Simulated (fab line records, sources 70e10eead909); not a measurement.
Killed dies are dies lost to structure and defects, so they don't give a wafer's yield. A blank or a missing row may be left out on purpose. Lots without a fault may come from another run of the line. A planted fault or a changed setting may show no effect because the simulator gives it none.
Which tool did it? | flow nand_harc | 24 lots, 72 wafers sampled, at 4 steps of a route of 1159

WHAT THE GAUGES READ, wafer by wafer
NHARC_P_GATE_CD_MEAS_46: target cd 720 nm. Usual: cd_nm 720.1 nm, standard deviation 2.5.
lot  | measured     | on        | cd_nm (nm)        | flag
L074 | day 5 07:23  | cd_sem-02 | 722.5 721.6 723.3 |
L075 | day 5 13:13  | cd_sem-03 | 723.3 718.8 715.7 |
L076 | day 5 14:13  | cd_sem-01 | 720.8 720.9 722.4 |
L077 | day 6 04:52  | cd_sem-01 | 720.9 721.3 717.2 |
L078 | day 6 05:16  | cd_sem-03 | 713.7 719.8 721.1 |
L079 | day 6 10:32  | cd_sem-02 | 719.0 721.0 715.4 |
L080 | day 6 22:07  | cd_sem-02 | 721.3 719.9 717.7 |
L082 | day 7 02:34  | cd_sem-03 | 723.2 720.4 716.0 |
L081 | day 7 05:54  | cd_sem-01 | 722.3 717.6 721.0 |
L083 | day 7 10:35  | cd_sem-01 | 721.4 725.8 717.4 |
L084 | day 7 17:53  | cd_sem-01 | 719.7 716.3 716.7 |
L085 | day 8 02:11  | cd_sem-02 | 722.6 715.8 722.2 |
L086 | day 8 11:08  | cd_sem-01 | 718.0 721.4 720.2 |
L087 | day 8 11:35  | cd_sem-02 | 721.5 722.5 718.5 |
L088 | day 8 19:01  | cd_sem-01 | 717.6 713.6 720.2 |
L089 | day 8 19:10  | cd_sem-02 | 719.6 722.1 719.0 |
L090 | day 9 07:27  | cd_sem-03 | 724.9 717.4 720.7 |
L091 | day 9 07:37  | cd_sem-02 | 721.8 722.2 720.3 |
L094 | day 10 01:09 | cd_sem-03 | 723.3 716.3 722.3 |
L092 | day 10 01:49 | cd_sem-02 | 720.5 719.6 719.7 |
L093 | day 10 01:58 | cd_sem-03 | 717.9 720.5 713.7 |
L095 | day 10 12:46 | cd_sem-03 | 720.4 720.9 721.9 |
L096 | day 10 18:26 | cd_sem-03 | 719.3 719.2 721.4 |
L097 | day 11 03:07 | cd_sem-03 | 720.3 718.8 717.8 |

NHARC_P_M0_CD_MEAS_09: target cd 90 nm. Usual: cd_nm 90.7 nm, standard deviation 0.87.
lot  | measured     | on        | cd_nm (nm)     | flag
L074 | day 5 20:31  | cd_sem-03 | 91.4 91.1 92.6 |
L075 | day 6 05:04  | cd_sem-01 | 92.1 90.6 91.8 |
L076 | day 6 05:36  | cd_sem-01 | 90.1 89.3 90.1 |
L077 | day 6 21:53  | cd_sem-02 | 92.1 91.3 91.5 |
L078 | day 6 22:25  | cd_sem-02 | 90.8 91.0 91.2 |
L079 | day 7 04:04  | cd_sem-02 | 91.2 91.0 91.3 |
L080 | day 7 11:21  | cd_sem-02 | 92.1 91.6 92.2 |
L082 | day 7 16:46  | cd_sem-02 | 90.6 90.2 90.6 |
L081 | day 8 00:22  | cd_sem-03 | 90.6 91.3 91.4 |
L083 | day 8 05:57  | cd_sem-01 | 90.4 91.0 90.3 |
L084 | day 8 10:37  | cd_sem-02 | 90.0 90.1 90.6 |
L085 | day 8 23:18  | cd_sem-01 | 90.2 90.8 89.9 |
L086 | day 9 00:31  | cd_sem-02 | 90.2 89.8 89.1 |
L087 | day 9 00:16  | cd_sem-03 | 90.9 92.1 91.3 |
L088 | day 9 14:33  | cd_sem-03 | 90.8 91.2 90.6 |
L089 | day 9 15:34  | cd_sem-02 | 89.0 89.1 88.8 |
L090 | day 10 00:20 | cd_sem-02 | 89.7 89.8 89.5 |
L091 | day 10 06:00 | cd_sem-01 | 89.3 89.8 89.8 |
L094 | day 10 13:55 | cd_sem-01 | 91.8 92.4 91.7 |
L092 | day 10 23:22 | cd_sem-01 | 90.6 90.2 91.5 |
L093 | day 10 23:13 | cd_sem-02 | 90.5 91.2 90.3 |
L095 | day 11 01:28 | cd_sem-03 | 90.1 89.9 90.5 |
L096 | day 11 07:23 | cd_sem-03 | 90.7 91.4 91.2 |
L097 | day 11 15:22 | cd_sem-02 | 90.6 91.0 91.3 |

WHICH TOOL RAN EACH LOT (tool, then ch and the chambers of the sampled wafers, then the start)
lot  | NHARC_P_GATE_DESCUM_61             | NHARC_P_CONTACT_STRIP_28
L074 | rie_diel-07 ch 0, day 5 09:32      | rie_diel-01 ch 0,2,3, day 5 16:56
L075 | rie_diel-07 ch 0,3, day 5 15:12    | rie_diel-01 ch 1,2,3, day 5 22:52
L076 | rie_diel-13 ch 0,1,2, day 5 16:13  | rie_diel-01 ch 0,2, day 5 23:48
L077 | rie_diel-11 ch 0,1,2, day 6 06:48  | rie_diel-12 ch 1,2,3, day 6 15:11
L078 | rie_diel-11 ch 0,1,3, day 6 07:28  | rie_diel-01 ch 0,1,3, day 6 16:04
L079 | rie_diel-13 ch 0,2,3, day 6 13:20  | rie_diel-04 ch 0,2,3, day 6 20:38
L080 | rie_diel-11 ch 0,2,3, day 7 00:30  | rie_diel-01 ch 2,3, day 7 08:25
L082 | rie_diel-13 ch 0,2,3, day 7 05:35  | rie_diel-01 ch 1,3, day 7 13:11
L081 | rie_diel-11 ch 0,1, day 7 08:15    | rie_diel-01 ch 1,2,3, day 7 17:52
L083 | rie_diel-11 ch 0,1,2, day 7 13:07  | rie_diel-04 ch 1,3, day 7 21:16
L084 | rie_diel-11 ch 1,2,3, day 7 20:16  | rie_diel-01 ch 1,3, day 8 03:49
L085 | rie_diel-13 ch 0,1,3, day 8 04:12  | rie_diel-04 ch 1,2, day 8 11:49
L086 | rie_diel-11 ch 0,1,2, day 8 13:03  | rie_diel-12 ch 0,2,3, day 8 20:19
L087 | rie_diel-07 ch 0,2,3, day 8 13:44  | rie_diel-01 ch 0,1,2, day 8 21:11
L088 | rie_diel-11 ch 0,3, day 8 20:57    | rie_diel-04 ch 1,2,3, day 9 04:38
L089 | rie_diel-11 ch 0,2,3, day 8 21:17  | rie_diel-04 ch 1,2,3, day 9 05:25
L090 | rie_diel-11 ch 1,3, day 9 09:25    | rie_diel-01 ch 1,2,3, day 9 16:44
L091 | rie_diel-13 ch 1,2,3, day 9 09:42  | rie_diel-01 ch 1,2,3, day 10 02:55
L094 | rie_diel-07 ch 0,1,2, day 10 03:04 | rie_diel-04 ch 2,3, day 10 10:59
L092 | rie_diel-13 ch 0,3, day 10 03:37   | rie_diel-01 ch 0,1,2, day 10 12:01
L093 | rie_diel-11 ch 2,3, day 10 03:54   | rie_diel-01 ch 0,3, day 10 11:42
L095 | rie_diel-11 ch 0,1,3, day 10 14:39 | rie_diel-01 ch 0,1,3, day 10 22:25
L096 | rie_diel-13 ch 1,2,3, day 10 20:22 | rie_diel-01 ch 1,2,3, day 11 04:22
L097 | rie_diel-07 ch 1,2, day 11 05:02   | rie_diel-12 ch 0,3, day 11 12:26
- NHARC_P_GATE_DESCUM_61: chemistry O2, time 3 s.
- NHARC_P_CONTACT_STRIP_28: strips in O2.

WHAT THE TOOLS THEMSELVES READ (means of the sampled wafers that have a number; where no wafer has one, the mark that the record gives instead)
NHARC_P_GATE_DESCUM_61. Usual: drypump_motor_current_A 5.8 A, standard deviation 0.5; oes_product_au 0.998 a.u., standard deviation 0.0095; rf_vpp_V 57.8 V, standard deviation 0.94; showerhead_plenum_p_Torr 1.93 Torr, standard deviation 0.085; throttle_valve_pct 11.311 %, standard deviation 0.0089.
lot  | tool        | drypump_motor_current_A (A) | oes_product_au (a.u.) | rf_vpp_V (V) | showerhead_plenum_p_Torr (Torr) | throttle_valve_pct (%) | flag
L074 | rie_diel-07 | 6.7                         | 1.001                 | 57.8         | 1.86                            | 11.307                 |
L075 | rie_diel-07 | 6.3                         | 1.000                 | 58.5         | 1.93                            | 11.321                 |
L076 | rie_diel-13 | 5.6                         | 1.000                 | 57.9         | 1.91                            | 11.313                 |
L077 | rie_diel-11 | 5.6                         | 0.997                 | 58.6         | 1.92                            | 11.312                 |
L078 | rie_diel-11 | 6.0                         | 1.002                 | 58.3         | 1.99                            | 11.314                 |
L079 | rie_diel-13 | 5.9                         | 0.998                 | 58.4         | 1.92                            | 11.312                 |
L080 | rie_diel-11 | 6.0                         | 0.996                 | 58.3         | 1.91                            | 11.312                 |
L082 | rie_diel-13 | 6.0                         | 0.991                 | 57.7         | 1.92                            | 11.310                 |
L081 | rie_diel-11 | 5.6                         | 0.995                 | 58.2         | 2.00                            | 11.323                 |
L083 | rie_diel-11 | 5.6                         | 0.998                 | 57.7         | 1.92                            | 11.307                 |
L084 | rie_diel-11 | 5.9                         | 0.996                 | 58.1         | 1.93                            | 11.312                 |
L085 | rie_diel-13 | 5.7                         | 0.985                 | 56.6         | 1.96                            | 11.316                 |
L086 | rie_diel-11 | 5.6                         | 1.003                 | 58.3         | 1.92                            | 11.313                 |
L087 | rie_diel-07 | 6.1                         | 0.999                 | 57.2         | 1.98                            | 11.316                 |
L088 | rie_diel-11 | 6.3                         | 1.003                 | 57.9         | 1.96                            | 11.313                 |
L089 | rie_diel-11 | 6.0                         | 1.004                 | 57.6         | 1.90                            | 11.303                 |
L090 | rie_diel-11 | 5.9                         | 0.991                 | 57.7         | 2.00                            | 11.311                 |
L091 | rie_diel-13 | 5.8                         | 0.999                 | 58.1         | 1.92                            | 11.321                 |
L094 | rie_diel-07 | 5.8                         | 0.999                 | 58.1         | 1.91                            | 11.311                 |
L092 | rie_diel-13 | 6.0                         | 0.987                 | 58.7         | 1.97                            | 11.304                 |
L093 | rie_diel-11 | 5.9                         | 0.999                 | 56.8         | 1.84                            | 11.309                 |
L095 | rie_diel-11 | 6.0                         | 0.994                 | 57.4         | 1.97                            | 11.297                 |
L096 | rie_diel-13 | 5.8                         | 1.003                 | 58.2         | 1.92                            | 11.314                 |
L097 | rie_diel-07 | 5.2                         | 1.014                 | 58.5         | 1.91                            | 11.309                 |

NHARC_P_CONTACT_STRIP_28. Usual: drypump_motor_current_A 5.5 A, standard deviation 0.46; oes_product_au 1.005 a.u., standard deviation 0.013; rf_vpp_V 57.7 V, standard deviation 0.96; showerhead_plenum_p_Torr 3.55 Torr, standard deviation 0.14; throttle_valve_pct 17.035 %, standard deviation 0.0097.
lot  | tool        | drypump_motor_current_A (A) | oes_product_au (a.u.) | rf_vpp_V (V) | showerhead_plenum_p_Torr (Torr) | throttle_valve_pct (%) | flag
L074 | rie_diel-01 | 5.5                         | 1.001                 | 58.1         | 3.58                            | 17.028                 |
L075 | rie_diel-01 | 5.6                         | 1.011                 | 58.4         | 3.53                            | 17.031                 |
L076 | rie_diel-01 | 5.4                         | 0.999                 | 57.9         | 3.69                            | 17.038                 |
L077 | rie_diel-12 | 6.0                         | 1.002                 | 58.2         | 3.68                            | 17.028                 |
L078 | rie_diel-01 | 5.3                         | 1.022                 | 57.3         | 3.45                            | 17.036                 |
L079 | rie_diel-04 | 5.7                         | 1.005                 | 57.5         | 3.57                            | 17.031                 |
L080 | rie_diel-01 | 5.8                         | 0.995                 | 57.9         | 3.53                            | 17.038                 |
L082 | rie_diel-01 | 5.4                         | 1.007                 | 56.1         | 3.41                            | 17.040                 |
L081 | rie_diel-01 | 5.6                         | 1.002                 | 57.5         | 3.53                            | 17.039                 |
L083 | rie_diel-04 | 5.5                         | 1.015                 | 57.7         | 3.51                            | 17.032                 |
L084 | rie_diel-01 | 5.6                         | 1.009                 | 58.5         | 3.41                            | 17.032                 |
L085 | rie_diel-04 | 5.1                         | 1.005                 | 58.1         | 3.55                            | 17.035                 |
L086 | rie_diel-12 | 6.0                         | 1.000                 | 57.7         | 3.63                            | 17.037                 |
L087 | rie_diel-01 | 5.3                         | 0.988                 | 57.4         | 3.56                            | 17.036                 |
L088 | rie_diel-04 | 5.6                         | 1.001                 | 58.2         | 3.59                            | 17.043                 |
L089 | rie_diel-04 | 5.6                         | 1.009                 | 57.2         | 3.59                            | 17.041                 |
L090 | rie_diel-01 | 5.6                         | 1.002                 | 57.6         | 3.52                            | 17.050                 |
L091 | rie_diel-01 | 5.6                         | 1.004                 | 58.6         | 3.52                            | 17.031                 |
L094 | rie_diel-04 | 6.1                         | 0.994                 | 58.6         | 3.64                            | 17.033                 |
L092 | rie_diel-01 | 5.3                         | 1.002                 | 58.7         | 3.56                            | 17.025                 |
L093 | rie_diel-01 | 5.5                         | 1.002                 | 57.5         | 3.46                            | 17.033                 |
L095 | rie_diel-01 | 5.3                         | 1.009                 | 57.5         | 3.45                            | 17.032                 |
L096 | rie_diel-01 | 5.6                         | 1.000                 | 57.4         | 3.52                            | 17.029                 |
L097 | rie_diel-12 | 5.9                         | 1.006                 | 58.4         | 3.59                            | 17.030                 |

THE ANSWER, worked out from the rows above alone
Rule: a lot is off if the mean of its wafers that have a number lies more than 3 standard deviations from the usual mean. A lot without any number at a reading at which 4 lots or more have one is off too. The other lots that the step has rows for count as sound. The gauges are gone through in route order, then the tools' own readings, and for those a lot's mean is taken as printed above. The first step at which some lot is off is used, and at that step the reading that is off furthest; a lot without a number counts as furthest.
No lot is off at any reading shown: from this, nothing can be told.

WHAT THE SIMULATOR HAD PUT IN
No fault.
